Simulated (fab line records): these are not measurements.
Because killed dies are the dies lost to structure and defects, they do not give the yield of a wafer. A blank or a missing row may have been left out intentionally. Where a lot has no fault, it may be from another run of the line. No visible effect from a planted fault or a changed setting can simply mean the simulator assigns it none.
Comparing a struck lot with a sound one || flow n5-finfet || 35 out of 1938 route steps
Sound: the wafers L578.3, L578.4, L578.6. The struck wafers were L595.1, L595.3, L595.5. Last of all comes the cause.
For every step that has rows: the tool of each side, followed by ch and its chambers, followed by its first start. Under that, the readings that differ: sound wafers || struck wafers || difference of the means || sigmas: that difference in standard deviations of wafers without a fault.
alike: readings with means less than 2 such deviations apart, plus words and numbers identical on both sides. not compared: withheld readings, readings lacking a value on some wafer, bounds such as >300 that could conceal the same value, and numbers that have no deviation in the record and whose values overlap.
A row with sigmas, a row that says differs or no value, or rows on one side alone: a step with any of these is where the two part. Non-overlapping numbers with no deviation appear without sigmas and do not part them. A reading that every wafer of one side lacks parts them only if that side has two wafers or more.

first, 11 steps without rows for these wafers: N5_BEOL_M15_STRIP_36 (strips in O2); N5_BEOL_M15_STRIP_62 (strips in O2); N5_BEOL_M15_STRIP_37 (strips in O2); N5_BEOL_M15_ETCH_38 (etches SiCN in CF4/N2, target depth 106.4 nm, time 120.5 s); N5_BEOL_M15_PRECLEAN_39 (cleans in residue remover, time 60 s); N5_BEOL_M15_SRD_40 (time 30 s, dry time 30 s); N5_BEOL_M15_DEGAS_41 (time 60 s); N5_BEOL_M15_PRE_CLEAN_42 (time 30 s); N5_BEOL_M15_SPUTTER_43 (material TaN, target thk 15 nm, time 24.19 s); N5_BEOL_M15_SPUTTER_44 (material Ta, target thk 15 nm, time 24.19 s); N5_BEOL_M15_SPUTTER_45 (material Cu, target thk 100 nm, time 16.67 s).
N5_BEOL_M15_ECD_47: material Cu, target thk 1860 nm.
  sound on ecd-cu-02 ch 0,1, day 12 07:43; struck on ecd-cu-02 ch 0,1, day 16 14:28
then, 22 steps without rows for these wafers: N5_BEOL_M15_ANNEAL_48 (time 90 s); N5_BEOL_M15_CMP_49 (polishes, stops on SiO2, t overpolish 4.9 s, target thk 850 nm); N5_BEOL_M15_PRE_CLEAN_52 (time 15 s); N5_BEOL_M15_DEP_53 (deposits SiCN from 3MS/NH3, target thk 50 nm, time 17.8 s); N5_PASSIVATION_PECVD_00 (deposits SiO2 from SiH4/N2O, target thk 200 nm, time 11.2 s); N5_MIM_BOT_DEGAS_01 (time 60 s); N5_MIM_BOT_SPUTTER_00 (material TiN, target thk 35 nm, time 89.7 s); N5_MIM_TOP_ALD_00 (deposits Al2O3, purge time 3 s, co reactant pulse time 3 s); N5_MIM_TOP_ALD_01 (deposits HfO2, target thk 5.6 nm, pulse time 1 s, purge time 3 s); N5_MIM_TOP_ALD_02 (deposits Al2O3, purge time 3 s, co reactant pulse time 3 s); N5_MIM_TOP_DEGAS_04 (time 60 s); N5_MIM_TOP_SPUTTER_03 (material TiN, target thk 35 nm, time 89.7 s); N5_MIM_TOP_LITHO_HMDS_01 (time 60 s); N5_MIM_TOP_LITHO_COAT_02; N5_MIM_TOP_LITHO_EBR_04; N5_MIM_TOP_LITHO_SOFTBAKE_03 (time 90 s); N5_MIM_TOP_LITHO_EXPOSE_05 (exposes mask MIM TOP, target cd 2000 nm); N5_MIM_TOP_LITHO_PEB_06; N5_MIM_TOP_LITHO_DEVELOP_07 (develop time 60 s); N5_MIM_TOP_LITHO_HARDBAKE_09 (time 120 s); N5_MIM_TOP_LITHO_DESCUM_10 (chemistry O2, time 7.9 s); N5_MIM_TOP_ETCH_ETCH_00 (etches TiN in Cl2/BCl3, target depth 38.5 nm).
N5_PASSIVATION_PROBE_49:
  the record has rows for the struck wafers here (prober-01, day 17 08:01) and none for the sound ones

WHERE THEY PART
Only at N5_PASSIVATION_PROBE_49, within this record.

WHY: what had been put in by the simulator
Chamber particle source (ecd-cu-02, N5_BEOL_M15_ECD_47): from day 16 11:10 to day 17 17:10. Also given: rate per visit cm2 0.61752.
